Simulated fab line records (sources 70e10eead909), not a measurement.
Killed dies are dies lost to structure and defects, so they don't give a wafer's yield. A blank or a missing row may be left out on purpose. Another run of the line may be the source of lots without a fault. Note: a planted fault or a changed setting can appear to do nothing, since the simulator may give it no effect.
Chamber matching | flow nand harc | NHARC_A_CHANNEL_FILL_D2_ALD_02 on ald hk-02 has 4 sister chambers
The step deposits SiO2, target thk 6 nm, pulse time 10 s, ald cycles 60. 4 wafers are shown with their chamber, then 11 later ones without.

WAFERS WITH THEIR CHAMBER
wafer  | chamber | heater power outer w (W)
L079.6 | 1       | 279
L083.2 | 2       | 221
L083.6 | 3       | 295
L085.1 | 0       | 300

WAFERS MISSING THEIR CHAMBER
wafer  | heater power outer w (W)
L085.3 | 261
L085.4 | 226
L088.1 | 226
L088.2 | 297
L088.4 | 262
L092.1 | 300
L092.4 | 300
L092.5 | 298
L096.4 | 300
L096.5 | 307
L096.6 | 306

EACH ONE'S CHAMBER
wafer  | from the rows above          | in truth
L085.3 | can't be placed: 1 or 3      | 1
L085.4 | 2                            | 2
L088.1 | 2                            | 2
L088.2 | can't be placed: 3 or 0 or 1 | 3
L088.4 | can't be placed: 1 or 3      | 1
L092.1 | can't be placed: 0 or 3      | 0
L092.4 | can't be placed: 0 or 3      | 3
L092.5 | can't be placed: 0 or 3      | 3
L096.4 | can't be placed: 0 or 3      | 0
L096.5 | can't be placed: 0 or 3      | 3
L096.6 | can't be placed: 0 or 3      | 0
Placed correctly: 2 of 11. From these rows, 9 cannot be placed; in 9 the true chamber is one of the candidates. Wrongly placed: 0.
How it was worked out, from the rows above alone: a wafer's distance from a chamber is the root of the sum, over the readings, of the square of ((its reading less the chamber's mean) divided by the reading's scatter). If the next closest chamber is less than 2 further off than the closest, the wafer can't be placed; otherwise it belongs to the closest. A chamber's mean is the mean of its shown wafers. The scatter: with one shown wafer a chamber, the root of the mean of the squares of how far each hidden wafer lies from its nearest shown one.
